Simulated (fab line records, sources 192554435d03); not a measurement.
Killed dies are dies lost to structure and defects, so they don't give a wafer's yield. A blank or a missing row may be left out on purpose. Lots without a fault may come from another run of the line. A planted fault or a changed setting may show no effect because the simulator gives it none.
fab line records | flow n5_finfet
record lots=5 wafers=15 last_day=15
route steps=1938 shown ILD0@344 SDB@347
lots that met no fault: from a run of the same line without faults
start_h: hours from the record's first day to the start of the lot's first wafer shown | wait_h: hours since the lot's step before | " the same as in the row above | L1.1+2: a row that stands for several wafers | - no value, or no start given | * or withheld: withheld | < > ~ a bound
route shown NAME@n: a module of which the file shows steps, and the number in the route of the first | usual: mean/standard deviation of fault-free wafers | same: alike in all rows | chamber/n: place in a boat | sites: the reading at each site | _std_site: their standard deviation | _edge_site: outer sites' mean less inner sites' | radius_mm: how far each site lies from the wafer's centre | mask NAME#n: copy n | behind: the tool/chamber that last shaped the wafer | hold: why the lot was held/for how many hours/how that ended | device: the transistor (n, p or np) that didn't switch | end of line: the same wafers' tests at the end of the route | a step without rows: its recipe alone | killed: dies lost to structure and defects at the first sort, not the wafer's yield | map: a wafer's dies, x killed, . not, _ none there
set.NAME: the setting as run; set.NAME@STEP: as run at that earlier step | model.NAME: the simulator's own value behind a step, which no gauge read
lots at some steps of the route; a table a step, a row a wafer
services: from which hour (start_h, from the record's first day; less than 0 if before it) a tool's chamber was out of use, for how many hours, and why
## steps
# step N5_ILD0_CMP_12
# recipe stop_on=poly-Si material=SiNx t_overpolish_s=6 post_cmp_clean=alkaline_brush down_force_psi=2.5 platen_rpm=51.8 pad_velocity_m_s=1.0307 target_thk_nm=17.67
# usual motor_current_A=8.6/0.89 overpolish_run_s=6.001/0.009 time_to_endpoint_s=27.8/2.8
# columns lot.wafer tool chamber start_h wait_h motor_current_A overpolish_run_s time_to_endpoint_s
L080.3 cmp-02 3 100.87 1.2 9.8 5.995 29.6
L080.2 " 1 " " 7.4 6.002 20.0
L080.6 " 3 " " 9.4 5.993 25.0
L088.3 cmp-02 2 149.67 1.1 8.5 6.015 28.9
L088.6 " 2 " " 7.9 5.994 26.3
L088.5 " 3 " " 9.2 6.000 29.9
L089.2 cmp-02 2 158.79 1.1 8.1 5.992 28.3
L089.3 " 3 " " 9.6 6.003 27.2
L089.5 " 3 " " 10.3 6.015 32.0
L092.3 cmp-03 2 172.75 1.1 9.6 5.997 27.2
L092.1 " 0 " " 7.7 5.990 26.3
L092.5 " 2 " " 9.4 5.986 31.1
L094.4 cmp-02 1 183.79 1.5 7.3 6.010 24.9
L094.1 " 3 " " 9.5 5.998 33.1
L094.6 " 0 " " 8.9 6.005 28.2
# step N5_ILD0_THK_MEAS_13
# usual thk_nm=17.3/1.3
# columns lot.wafer tool chamber start_h wait_h thk_nm
L080.2 film_metro-02 - 101.13 - 16.8
L080.3 " - " " 18.2
L080.6 " - " " 17.9
L088.3 film_metro-02 - 149.96 - 16.8
L088.5 " - " " 17.4
L088.6 " - " " 17.7
L089.2 film_metro-01 - 159.08 - 16.7
L089.3 " - " " 16.8
L089.5 " - " " 17.6
L092.1 film_metro-02 - 173.04 - 16.7
L092.3 " - " " 17.1
L092.5 " - " " 17.4
L094.1 film_metro-02 - 184.04 - 18.7
L094.4 " - " " 17.1
L094.6 " - " " 16.4
# step N5_ILD0_INSPECT_06
# recipe inspect_instrument=darkfield mode=post_cmp
# usual raw_defect_count=42/21
# columns lot.wafer tool chamber start_h wait_h raw_defect_count
L080.2 defect_inspect-02 - 101.16 0.0 64
L080.3 " - " " 36
L080.6 " - " " 54
L088.3 defect_inspect-01 - 149.99 0.0 58
L088.5 " - " " 65
L088.6 " - " " 62
L089.2 defect_inspect-02 - 159.11 0.0 36
L089.3 " - " " 13
L089.5 " - " " 39
L092.1 defect_inspect-01 - 173.07 0.0 135
L092.3 " - " " 49
L092.5 " - " " 78
L094.1 defect_inspect-01 - 184.07 0.0 42
L094.4 " - " " 27
L094.6 " - " " 56
# step N5_SDB_HM_DEP_00
# recipe material=SiNx target_thk_a=400 temp_c=400 precursor=SiH4/NH3/N2 pressure_torr=1.5 rf_w=300 time_s=35.3
# usual heater_power_w=783/97 rf_fwd_power_W=297.4/1.2 showerhead_plenum_p_Torr=5.12/0.053 throttle_valve_pct=40.5/2.1
# columns lot.wafer tool chamber start_h wait_h heater_power_w rf_fwd_power_W showerhead_plenum_p_Torr throttle_valve_pct
L080.2 pecvd-03 2 101.19 0.0 763 297.7 5.08 38.4
L080.3 " 0 " " 877 296.4 5.08 41.3
L080.6 " 2 " " 771 297.5 5.07 38.5
L088.3 pecvd-03 1 150.05 0.1 835 295.6 5.09 41.7
L088.5 " 2 " " 764 298.4 5.07 38.2
L088.6 " 1 " " 833 295.6 5.10 41.8
L089.2 pecvd-02 1 159.15 0.0 916 298.0 5.20 41.8
L089.3 " 2 " " 653 296.1 5.15 40.5
L089.5 " 2 " " 663 296.4 5.16 40.5
L092.1 pecvd-01 0 173.11 0.0 945 297.9 5.14 39.6
L092.3 " 2 " " 614 297.5 5.13 36.1
L092.5 " 1 " " 748 296.5 5.09 44.4
L094.1 pecvd-02 1 184.11 0.0 926 297.9 5.20 41.8
L094.4 " 1 " " 918 298.4 5.21 41.6
L094.6 " 2 " " 633 296.2 5.14 40.7
# step N5_SDB_COAT_03
# recipe resist=SOC temp_c=250 time_s=60 spin_rpm=1500 resist_thk_nm=100
# usual chill_plate_temp_C=22.98/0.11
# columns lot.wafer tool chamber start_h wait_h chill_plate_temp_C
L080.2 litho_track-04 0 101.28 0.1 22.85
L080.3 " 0 " " 22.86
L080.6 " 0 " " 22.80
L088.3 litho_track-03 0 150.13 0.1 23.00
L088.5 " 0 " " 22.96
L088.6 " 0 " " 22.75
L089.2 litho_track-04 0 159.23 0.1 23.00
L089.3 " 0 " " 22.88
L089.5 " 0 " " 23.10
L092.1 litho_track-03 0 173.19 0.1 23.25
L092.3 " 0 " " 23.05
L092.5 " 0 " " 23.05
L094.1 litho_track-03 0 184.22 0.1 23.05
L094.4 " 0 " " 23.02
L094.6 " 0 " " 22.83
# step N5_SDB_COAT_04
# recipe resist=SiARC temp_c=220 time_s=60 spin_rpm=1500 resist_thk_nm=18
# usual chill_plate_temp_C=23.02/0.11
# columns lot.wafer tool chamber start_h wait_h chill_plate_temp_C
L080.2 litho_track-04 0 - - 22.81
L080.3 " 0 " " 22.94
L080.6 " 0 " " 23.00
L088.3 litho_track-03 0 - - 23.16
L088.5 " 0 " " 22.92
L088.6 " 0 " " 22.88
L089.2 litho_track-04 0 - - 23.01
L089.3 " 0 " " 23.04
L089.5 " 0 " " 22.98
L092.1 litho_track-03 0 - - 22.99
L092.3 " 0 " " 23.08
L092.5 " 0 " " 23.16
L094.1 litho_track-03 0 - - 23.13
L094.4 " 0 " " 23.04
L094.6 " 0 " " 23.01
# step N5_SDB_COAT_05
# recipe resist=CAR-ArF spin_rpm=1500 resist_thk_nm=90
# usual chill_plate_temp_C=23.03/0.1
# columns lot.wafer tool chamber start_h wait_h chill_plate_temp_C
L080.2 litho_track-04 0 - - 23.03
L080.3 " 0 " " 23.03
L080.6 " 0 " " 22.85
L088.3 litho_track-03 0 - - 23.10
L088.5 " 0 " " 23.11
L088.6 " 0 " " 23.23
L089.2 litho_track-04 0 - - 23.23
L089.3 " 0 " " 23.07
L089.5 " 0 " " 22.97
L092.1 litho_track-03 0 - - 23.04
L092.3 " 0 " " 23.18
L092.5 " 0 " " 23.07
L094.1 litho_track-03 0 - - 23.18
L094.4 " 0 " " 23.19
L094.6 " 0 " " 23.04
# step N5_SDB_EBR_07
# recipe solvent=PGMEA ebr_width_mm=1.5
# usual chill_plate_temp_C=23.03/0.11
# columns lot.wafer tool chamber start_h wait_h chill_plate_temp_C
L080.2 litho_track-04 0 - - 23.02
L080.3 " 0 " " 23.18
L080.6 " 0 " " 23.30
L088.3 litho_track-03 0 - - 23.00
L088.5 " 0 " " 23.04
L088.6 " 0 " " 22.94
L089.2 litho_track-04 0 - - 22.86
L089.3 " 0 " " 22.94
L089.5 " 0 " " 23.06
L092.1 litho_track-03 0 - - 23.03
L092.3 " 0 " " 22.89
L092.5 " 0 " " 23.11
L094.1 litho_track-03 0 - - 23.13
L094.4 " 0 " " 23.06
L094.6 " 0 " " 23.11
# step N5_SDB_SOFTBAKE_06
# recipe temp_c=110 time_s=60 resist=CAR-ArF
# usual chill_plate_temp_C=22.99/0.11
# columns lot.wafer tool chamber start_h wait_h chill_plate_temp_C
L080.2 litho_track-04 0 - - 23.03
L080.3 " 0 " " 22.98
L080.6 " 0 " " 23.05
L088.3 litho_track-03 0 - - 22.88
L088.5 " 0 " " 22.79
L088.6 " 0 " " 22.81
L089.2 litho_track-04 0 - - 22.88
L089.3 " 0 " " 22.88
L089.5 " 0 " " 22.86
L092.1 litho_track-03 0 - - 23.01
L092.3 " 0 " " 22.99
L092.5 " 0 " " 23.08
L094.1 litho_track-03 0 - - 22.98
L094.4 " 0 " " 22.84
L094.6 " 0 " " 23.00
# step N5_SDB_EXPOSE_08
# recipe mask_id=SDB na=1.35 source_shape=conventional sigma_outer=0.5 polarization=unpolarized dose_mj=49.6
# usual focus_offset_nm=-0.2/0.49 reticle_temp_C=23.01/0.11
# columns lot.wafer tool chamber start_h wait_h mask focus_offset_nm reticle_temp_C
L080.2 arfi_scanner-02 0 101.52 - SDB#0 0.8 22.95
L080.3 " 0 " " SDB#0 0.5 23.08
L080.6 " 0 " " SDB#0 0.4 23.12
L088.3 arfi_scanner-02 0 150.26 - SDB#0 0.1 22.89
L088.5 " 0 " " SDB#0 1.2 22.95
L088.6 " 0 " " SDB#0 -0.2 22.87
L089.2 arfi_scanner-02 0 159.48 - SDB#0 -0.4 22.95
L089.3 " 0 " " SDB#0 -0.3 22.90
L089.5 " 0 " " SDB#0 -0.3 22.97
L092.1 arfi_scanner-01 0 173.43 - SDB#0 -0.2 23.13
L092.3 " 0 " " SDB#0 -0.7 23.13
L092.5 " 0 " " SDB#0 0.0 23.03
L094.1 arfi_scanner-01 0 184.33 - SDB#0 0.0 23.16
L094.4 " 0 " " SDB#0 0.3 23.10
L094.6 " 0 " " SDB#0 0.7 23.02
# step N5_SDB_PEB_09
# recipe peb_temp_c=withheld peb_time_s=60 resist=CAR-ArF
# usual chill_plate_temp_C=23.00/0.11
# columns lot.wafer tool chamber start_h wait_h chill_plate_temp_C
L080.2 litho_track-04 0 101.58 0.0 22.94
L080.3 " 0 " " 22.94
L080.6 " 0 " " 22.95
L088.3 litho_track-02 0 150.31 0.0 22.99
L088.5 " 0 " " 23.05
L088.6 " 0 " " 23.04
L089.2 litho_track-03 0 159.53 0.0 23.08
L089.3 " 0 " " 22.75
L089.5 " 0 " " 22.95
L092.1 litho_track-03 0 173.49 0.1 23.01
L092.3 " 0 " " 22.97
L092.5 " 0 " " 22.99
L094.1 litho_track-02 0 184.39 0.1 22.77
L094.4 " 0 " " 22.95
L094.6 " 0 " " 22.97
# step N5_SDB_DEVELOP_10
# recipe develop_time_s=30 developer=TMAH resist=CAR-ArF rinse_liquid=diw dry=air_spin dev_temp_c=23
# usual chill_plate_temp_C=23.01/0.1
# columns lot.wafer tool chamber start_h wait_h chill_plate_temp_C
L080.2 litho_track-04 0 - - 23.09
L080.3 " 0 " " 23.07
L080.6 " 0 " " 23.20
L088.3 litho_track-02 0 - - 23.15
L088.5 " 0 " " 23.00
L088.6 " 0 " " 23.14
L089.2 litho_track-03 0 - - 23.23
L089.3 " 0 " " 23.11
L089.5 " 0 " " 23.23
L092.1 litho_track-03 0 - - 22.94
L092.3 " 0 " " 22.98
L092.5 " 0 " " 23.05
L094.1 litho_track-02 0 - - 22.97
L094.4 " 0 " " 22.93
L094.6 " 0 " " 22.98
# step N5_SDB_CD_MEAS_11
# recipe target_cd_nm=50 landing_energy_ev=500 detector=se_inlens polarity=opening
# usual cd_nm=50.5/1
# columns lot.wafer tool chamber start_h wait_h cd_nm
L080.2 cd_sem-02 0 101.64 - 50.4
L080.3 " 0 " " 50.1
L080.6 " 0 " " 49.9
L088.3 cd_sem-02 0 150.38 - 50.1
L088.5 " 0 " " 50.6
L088.6 " 0 " " 51.2
L089.2 cd_sem-02 0 159.60 - 50.8
L089.3 " 0 " " 50.6
L089.5 " 0 " " 51.2
L092.1 cd_sem-03 0 173.56 - 51.1
L092.3 " 0 " " 49.8
L092.5 " 0 " " 50.1
L094.1 cd_sem-01 0 184.46 - 51.1
L094.4 " 0 " " 51.1
L094.6 " 0 " " 50.1
# step N5_SDB_OVL_MEAS_12
# recipe points_per_wafer=44
# usual SDB_OVL=0.1/0.83
# columns lot.wafer tool chamber start_h wait_h SDB_OVL[nm]
L080.2 overlay-01 0 101.67 0.0 -1.4
L080.3 " 0 " " -0.2
L080.6 " 0 " " -1.7
L088.3 overlay-01 0 150.41 0.0 -0.2
L088.5 " 0 " " 0.1
L088.6 " 0 " " -0.6
L089.2 overlay-02 0 159.63 0.0 -0.5
L089.3 " 0 " " -0.4
L089.5 " 0 " " -0.3
L092.1 overlay-01 0 173.59 0.0 -0.9
L092.3 " 0 " " -0.8
L092.5 " 0 " " -1.2
L094.1 overlay-01 0 184.49 0.0 -0.2
L094.4 " 0 " " 1.3
L094.6 " 0 " " 1.2
# step N5_SDB_INSPECT_13
# recipe mode=adi inspect_instrument=brightfield
# usual raw_defect_count=65/25
# columns lot.wafer tool chamber start_h wait_h raw_defect_count
L080.2 defect_inspect-01 - 101.70 0.0 90
L080.3 " - " " 61
L080.6 " - " " 117
L088.3 defect_inspect-01 - 150.43 0.0 48
L088.5 " - " " 40
L088.6 " - " " 29
L089.2 defect_inspect-01 - 159.65 0.0 56
L089.3 " - " " 59
L089.5 " - " " 40
L092.1 defect_inspect-01 - 173.61 0.0 83
L092.3 " - " " 65
L092.5 " - " " 54
L094.1 defect_inspect-02 - 184.51 0.0 40
L094.4 " - " " 24
L094.6 " - " " 33
# step N5_SDB_DESCUM_16
# recipe chemistry=O2 time_s=7.9 source_power_w=50 bias_power_w=20 pressure_mtorr=20 rf_frequency_hz=2.712e+07 temp_c=40 resist=CAR-ArF o2_flow_sccm=225
# usual chamber_pressure_mTorr=20.00/0.038 drypump_motor_current_A=5.7/0.38 oes_product_au=0.77/0.087 rf_fwd_power_W=49.33/0.17 rf_vpp_V=243.2/1.4 showerhead_plenum_p_Torr=2.09/0.067 temp_c=40.02/0.12 throttle_valve_pct=20.57/0.21
# columns lot.wafer tool chamber start_h wait_h chamber_pressure_mTorr drypump_motor_current_A oes_product_au rf_fwd_power_W rf_hours_counter_h rf_vpp_V showerhead_plenum_p_Torr temp_c throttle_valve_pct
L080.2 rie_diel-06 0 102.33 0.6 20.02 5.9 0.67 49.21 242 243.9 2.13 40.27 20.47
L080.3 " 3 " " 20.03 5.9 0.70 49.22 213 243.7 2.07 40.15 20.97
L080.6 " 3 " " 20.02 5.9 0.70 49.11 - 241.3 2.07 40.04 20.98
L088.3 rie_diel-04 3 150.49 0.1 19.99 5.7 0.73 49.04 188 243.0 2.08 39.82 20.68
L088.5 " 1 " " 20.00 5.4 0.89 49.73 - 244.8 2.12 39.93 20.35
L088.6 " 0 " " 20.00 6.1 0.79 49.25 - 240.3 2.03 40.06 20.48
L089.2 rie_diel-04 1 159.69 0.0 20.00 5.5 0.89 49.43 49 244.5 2.12 40.15 20.38
L089.3 " 2 " " 20.03 6.4 0.74 49.31 178 242.2 1.99 40.23 20.33
L089.5 " 2 " " 20.00 6.4 0.74 49.27 - 241.8 1.99 40.32 20.32
L092.1 rie_diel-04 2 173.65 0.0 19.94 6.4 0.74 49.23 182 242.4 1.99 39.98 20.34
L092.3 " 0 " " 20.00 6.1 0.79 49.49 106 242.8 2.03 40.08 20.49
L092.5 " 1 " " 20.02 5.4 0.89 49.33 - 244.8 2.12 40.04 20.39
L094.1 rie_diel-06 2 184.55 0.0 20.01 5.3 0.71 49.52 214 241.3 1.99 40.08 20.65
L094.4 " 3 " " 20.04 6.0 0.69 49.06 - 242.5 2.05 39.91 21.04
L094.6 " 0 " " 20.00 5.9 0.65 49.39 - 245.3 2.12 40.09 20.52
# step N5_SDB_ETCH_17
# recipe chemistry=CF4 target=SiARC target_depth_a=234 mask_material=CAR-ArF time_s=39 ion_energy_ev=80 pressure_mtorr=40 source_w=545 bias_w=36 Ar_flow_sccm=100 cf4_flow_sccm=100 ends=cleared
# usual chamber_pressure_mTorr=40.00/0.038 drypump_motor_current_A=5.7/0.38 etch_rf_on_time_s=38.9/0.95 oes_product_au=0.66/0.073 rf_fwd_power_W=533.9/2.6 rf_vpp_V=184.1/1 showerhead_plenum_p_Torr=2.14/0.061 throttle_valve_pct=15.76/0.23
# columns lot.wafer tool chamber start_h wait_h chamber_pressure_mTorr drypump_motor_current_A etch_rf_on_time_s oes_product_au rf_fwd_power_W rf_hours_counter_h rf_vpp_V showerhead_plenum_p_Torr throttle_valve_pct
L080.2 rie_diel-06 0 102.36 0.0 40.05 6.0 37.6 0.59 531.3 242 184.9 2.18 15.74
L080.3 " 3 " " 39.93 6.0 39.9 0.60 532.8 213 183.4 2.12 16.17
L080.6 " 3 " " 40.07 6.0 39.5 0.60 533.0 - 182.1 2.12 16.17
L088.3 rie_diel-04 3 150.52 0.0 39.99 5.6 39.2 0.62 532.9 189 184.1 2.15 15.96
L088.5 " 1 " " 40.00 5.4 37.3 0.77 538.0 - 185.0 2.16 15.54
L088.6 " 0 " " 40.01 6.1 39.9 0.67 538.0 - 183.8 2.08 15.61
L089.2 rie_diel-04 1 159.72 0.0 40.06 5.4 37.3 0.77 534.3 49 185.3 2.16 15.54
L089.3 " 2 " " 40.00 6.4 39.5 0.63 536.6 178 182.4 2.04 15.60
L089.5 " 2 " " 40.04 6.4 39.2 0.63 533.4 - 184.7 2.04 15.60
L092.1 rie_diel-04 2 173.68 0.0 39.98 6.4 39.5 0.62 535.0 182 182.8 2.04 15.60
L092.3 " 0 " " 39.96 6.1 39.3 0.67 536.7 106 184.5 2.08 15.62
L092.5 " 1 " " 39.98 5.4 37.2 0.76 537.4 - 184.9 2.16 15.57
L094.1 rie_diel-06 2 184.59 0.0 40.00 5.3 38.2 0.62 536.2 214 182.8 2.04 15.87
L094.4 " 3 " " 40.05 5.9 40.0 0.58 533.0 - 182.7 2.10 16.27
L094.6 " 0 " " 39.97 5.9 37.5 0.57 531.7 - 184.7 2.17 15.80
# step N5_SDB_ETCH_18
# recipe chemistry=N2/H2 target=SOC target_depth_a=1000 overetch_a=200 mask_material=SiARC temp_c=40 time_s=150 ion_energy_ev=200 pressure_mtorr=30 source_w=840 bias_w=150 n2_flow_sccm=200 h2_flow_sccm=200
# usual chamber_pressure_mTorr=29.998/0.029 drypump_motor_current_A=5.7/0.38 oes_product_au=0.69/0.071 rf_fwd_power_W=836.7/2.9 rf_vpp_V=523.8/2.5 showerhead_plenum_p_Torr=2.54/0.077 temp_c=40.00/0.11 throttle_valve_pct=17.95/0.21
# columns lot.wafer tool chamber start_h wait_h chamber_pressure_mTorr drypump_motor_current_A oes_product_au rf_fwd_power_W rf_hours_counter_h rf_vpp_V showerhead_plenum_p_Torr temp_c throttle_valve_pct
L080.2 rie_diel-06 0 102.40 0.0 29.988 6.0 0.61 835.6 242 525.0 2.59 39.94 17.90
L080.3 " 3 " " 30.020 5.9 0.64 833.4 213 522.0 2.52 39.93 18.34
L080.6 " 3 " " 29.994 5.9 0.65 829.6 - 522.1 2.52 39.98 18.34
L088.3 rie_diel-04 3 150.56 0.0 29.967 5.6 0.66 836.5 189 523.4 2.52 39.91 18.10
L088.5 " 1 " " 29.998 5.4 0.80 834.3 - 525.0 2.58 39.90 17.84
L088.6 " 0 " " 30.012 6.2 0.71 834.3 - 521.0 2.45 39.98 17.65
L089.2 rie_diel-04 1 159.76 0.0 30.001 5.4 0.78 838.7 49 524.6 2.58 40.04 17.83
L089.3 " 2 " " 29.952 6.4 0.66 837.6 178 518.4 2.44 40.00 17.82
L089.5 " 2 " " 29.992 6.4 0.65 838.8 - 522.5 2.44 39.92 17.81
L092.1 rie_diel-04 2 173.72 0.0 30.010 6.4 0.65 835.6 182 520.3 2.44 40.01 17.83
L092.3 " 0 " " 29.984 6.1 0.70 836.8 106 520.5 2.44 40.06 17.66
L092.5 " 1 " " 29.928 5.4 0.77 839.4 - 524.4 2.58 39.92 17.85
L094.1 rie_diel-06 2 184.62 0.0 29.977 5.3 0.64 837.7 214 520.6 2.41 40.13 18.09
L094.4 " 3 " " 29.974 6.0 0.62 832.7 - 522.1 2.50 39.98 18.40
L094.6 " 0 " " 30.000 6.0 0.59 837.1 - 525.6 2.57 40.16 17.97
# step N5_SDB_STRIP_19
# recipe chemistry=N2/H2 temp_c=40 n2_flow_sccm=200 h2_flow_sccm=200 rf_frequency_hz=6e+07
# columns lot.wafer tool chamber start_h wait_h
L080.2+3+6 rie_diel-06 0,3,3 102.53 0.1
L088.3+5+6 rie_diel-04 3,1,0 150.69 0.1
L089.2+3+5 rie_diel-04 1,2,2 159.88 0.1
L092.1+3+5 rie_diel-04 2,0,1 173.84 0.1
L094.1+4+6 rie_diel-06 2,3,0 184.75 0.1
# step N5_SDB_STRIP_21
# recipe chemistry=CF4 resist=SiARC power_w=300 bias_power_w=75 pressure_mtorr=50 cf4_flow_sccm=150 rf_frequency_hz=6e+07
# usual chamber_pressure_mTorr=50.00/0.046 drypump_motor_current_A=5.7/0.39 oes_product_au=0.76/0.078 rf_fwd_power_W=292.6/0.9 rf_vpp_V=271.1/1.4 showerhead_plenum_p_Torr=1.79/0.053 throttle_valve_pct=13.72/0.23
# columns lot.wafer tool chamber start_h wait_h chamber_pressure_mTorr drypump_motor_current_A oes_product_au rf_fwd_power_W rf_hours_counter_h rf_vpp_V showerhead_plenum_p_Torr throttle_valve_pct
L080.2 rie_diel-06 0 102.54 0.0 50.02 5.9 0.68 291.2 242 273.3 1.82 13.73
L080.3 " 3 " " 50.09 5.9 0.70 292.2 213 271.5 1.76 14.10
L080.6 " 3 " " 49.93 5.9 0.70 291.0 - 271.0 1.76 14.10
L088.3 rie_diel-04 3 150.70 0.0 49.88 5.6 0.73 293.7 189 270.8 1.80 13.95
L088.5 " 1 " " 49.98 5.4 0.88 293.3 - 272.1 1.81 13.50
L088.6 " 0 " " 49.97 6.2 0.78 292.9 - 270.5 1.74 13.54
L089.2 rie_diel-04 1 159.89 0.0 50.02 5.4 0.87 293.2 49 272.5 1.81 13.51
L089.3 " 2 " " 50.00 6.4 0.73 292.2 178 268.9 1.71 13.59
L089.5 " 2 " " 50.07 6.4 0.72 292.5 - 268.6 1.71 13.61
L092.1 rie_diel-04 2 173.85 0.0 49.94 6.4 0.72 292.5 182 269.3 1.71 13.59
L092.3 " 0 " " 49.98 6.2 0.78 293.5 106 269.8 1.74 13.56
L092.5 " 1 " " 50.02 5.4 0.86 293.5 - 271.2 1.81 13.51
L094.1 rie_diel-06 2 184.76 0.0 49.96 5.2 0.71 293.2 214 268.9 1.69 13.79
L094.4 " 3 " " 49.99 5.9 0.69 293.6 - 269.7 1.75 14.19
L094.6 " 0 " " 50.05 5.9 0.65 293.1 - 273.2 1.81 13.81
# step N5_SDB_HM_OPEN_20
# recipe chemistry=CH3F/O2 target=SiNx mask_material=SOC target_depth_a=240 stop_on=poly-Si over_etch_frac=0.4 ion_energy_ev=120 pressure_mtorr=30 source_w=395 bias_w=73 Ar_flow_sccm=150 CH3F_flow_sccm=30 O2_flow_sccm=20
# usual chamber_pressure_mTorr=30.002/0.026 drypump_motor_current_A=5.7/0.38 oes_product_au=0.63/0.065 rf_fwd_power_W=391.9/1.3 rf_vpp_V=296/4 showerhead_plenum_p_Torr=2.00/0.058 throttle_valve_pct=16.52/0.24
# columns lot.wafer tool chamber start_h wait_h chamber_pressure_mTorr drypump_motor_current_A oes_product_au rf_fwd_power_W rf_hours_counter_h rf_vpp_V showerhead_plenum_p_Torr throttle_valve_pct
L080.2 rie_diel-06 0 102.56 0.0 30.013 5.9 0.55 391.5 242 294 2.05 16.48
L080.3 " 3 " " 30.007 5.9 0.59 389.9 213 297 1.99 16.97
L080.6 " 3 " " 29.997 5.9 0.59 389.7 - 297 1.99 16.99
L088.3 rie_diel-04 3 150.72 0.0 29.994 5.7 0.60 390.0 189 303 2.00 16.64
L088.5 " 1 " " 29.971 5.4 0.72 394.3 - 301 2.02 16.27
L088.6 " 0 " " 29.992 6.1 0.65 391.9 - 298 1.95 16.37
L089.2 rie_diel-04 1 159.91 0.0 30.016 5.4 0.72 391.6 49 299 2.02 16.27
L089.3 " 2 " " 30.050 6.4 0.60 393.1 178 296 1.91 16.32
L089.5 " 2 " " 29.989 6.4 0.61 391.6 - 294 1.91 16.32
L092.1 rie_diel-04 2 173.87 0.0 30.009 6.4 0.60 392.7 182 296 1.91 16.32
L092.3 " 0 " " 30.000 6.1 0.64 391.8 106 297 1.94 16.37
L092.5 " 1 " " 29.997 5.4 0.71 390.6 - 299 2.02 16.28
L094.1 rie_diel-06 2 184.78 0.0 30.021 5.3 0.59 393.0 214 295 1.92 16.71
L094.4 " 3 " " 29.990 5.9 0.57 390.8 - 295 1.98 17.05
L094.6 " 0 " " 29.963 5.9 0.56 391.7 - 295 2.04 16.57
# step N5_SDB_STRIP_22
# recipe chemistry=N2/H2 power_w=1000 temp_c=250 h2_frac=0.65 overash_fraction=0.3 pressure_mtorr=withheld n2_flow_sccm=1750 h2_flow_sccm=3250
# usual drypump_motor_current_A=6.1/0.46 heater_power_w=348/26 oes_product_au=0.715/0.0047 strip_time_to_endpoint_s=96.3/0.4 temp_c=250.01/0.19
# same overash_fraction=0.3
# columns lot.wafer tool chamber start_h wait_h drypump_motor_current_A heater_power_w oes_product_au rf_hours_counter_h strip_time_to_endpoint_s temp_c
L080.2 plasma_asher-01 0 102.71 0.1 6.3 398 0.714 39 96.2 249.68
L080.3 " 1 " " 6.6 351 0.716 - 96.6 250.02
L080.6 " 0 " " 6.3 403 0.713 - 96.5 249.79
L088.3 plasma_asher-02 0 150.84 0.1 6.2 331 0.712 - 96.0 250.06
L088.5 " 1 " " 5.4 327 0.723 - 95.7 249.96
L088.6 " 0 " " 6.3 334 0.710 - 96.1 249.89
L089.2 plasma_asher-01 0 159.99 0.1 6.2 397 0.710 51 96.2 250.17
L089.3 " 1 " " 6.6 343 0.709 - 96.1 250.09
L089.5 " 0 " " 6.3 394 0.708 - 96.2 249.87
L092.1 plasma_asher-01 1 173.95 0.1 6.6 337 0.715 54 95.7 250.32
L092.3 " 1 " " 6.6 344 0.711 - 95.6 249.96
L092.5 " 1 " " 6.6 345 0.716 - 95.5 250.14
L094.1 plasma_asher-01 0 184.95 0.1 6.3 398 0.717 55 96.3 250.06
L094.4 " 1 " " 6.6 337 0.720 - 96.5 250.21
L094.6 " 1 " " 6.6 339 0.718 - 96.1 250.00
# step N5_SDB_PRECLEAN_23
# recipe chemistry=dHF time_s=30 temp_c=25 dilution=withheld
# usual temp_c=25.00/0.11
# columns lot.wafer tool chamber start_h wait_h temp_c
L080.2 wet_bench-02 0 102.86 0.1 25.03
L080.3 " 4 " " 25.14
L080.6 " 7 " " 24.81
L088.3 wet_bench-02 4 150.94 0.1 24.69
L088.5 " 6 " " 25.06
L088.6 " 1 " " 25.00
L089.2 wet_bench-06 2 160.14 0.1 24.90
L089.3 " 4 " " 24.94
L089.5 " 7 " " 25.03
L092.1 wet_bench-02 5 174.10 0.1 25.08
L092.3 " 6 " " 25.14
L092.5 " 0 " " 24.96
L094.1 wet_bench-03 2 185.10 0.1 24.83
L094.4 " 7 " " 25.02
L094.6 " 3 " " 24.95
# step N5_SDB_DUMMY_REMOVE_24
# recipe chemistry=TMAH temp_c=70 target=poly-Si stop_on=SiO2 target_depth_nm=142 conc_wt_pct=5 time_s=57 dry=ipa_marangoni rinse_time_s=30 rinse_temp_c=23
# usual bath_heat_duty_pct=13.3/1.5 temp_c=69.99/0.12
# columns lot.wafer tool chamber start_h wait_h bath_heat_duty_pct temp_c
L080.2 wet_bench-02 0 102.87 0.0 15.7 70.17
L080.3 " 4 " " 11.6 69.83
L080.6 " 7 " " 13.8 70.16
L088.3 wet_bench-02 4 150.96 0.0 13.7 69.88
L088.5 " 6 " " 13.7 69.88
L088.6 " 1 " " 13.8 69.94
L089.2 wet_bench-06 2 160.15 0.0 13.0 70.13
L089.3 " 4 " " 13.2 69.84
L089.5 " 7 " " 14.5 70.16
L092.1 wet_bench-02 5 174.11 0.0 18.2 70.04
L092.3 " 6 " " 14.1 69.95
L092.5 " 0 " " 15.9 69.94
L094.1 wet_bench-03 2 185.11 0.0 12.0 69.94
L094.4 " 7 " " 10.9 69.96
L094.6 " 3 " " 12.7 70.04
## services
# columns tool chamber start_h hours kind
arfi_scanner-02 - 81.55 0.8 repair
rie_diel-06 2 87.77 25.7 repair
rie_diel-06 1 88.98 2.9 repair
arfi_scanner-01 - 93.42 1.3 pm
arfi_scanner-01 - 100.98 1.0 pm
pecvd-02 - 101.87 1.2 repair
arfi_scanner-01 - 102.40 1.1 repair
rie_diel-06 1 102.88 93.9 repair
arfi_scanner-02 - 105.45 1.3 pm
rie_diel-04 3 109.30 9.0 repair
cmp-03 - 111.24 4.0 pm
arfi_scanner-02 - 119.59 0.8 pm
arfi_scanner-01 - 121.42 4.9 pm
wet_bench-02 - 130.13 4.9 repair
wet_bench-06 - 131.07 1.0 repair
cmp-02 - 134.22 4.5 pm
cmp-03 - 134.79 3.7 pm
pecvd-03 0 146.19 21.5 repair
arfi_scanner-01 - 147.55 1.0 pm
arfi_scanner-01 - 165.76 0.8 pm
arfi_scanner-02 - 170.98 3.9 pm
pecvd-03 - 171.75 3.1 repair
pecvd-02 0 180.51 9.0 repair
arfi_scanner-02 - 183.77 0.7 repair
## key
fault none
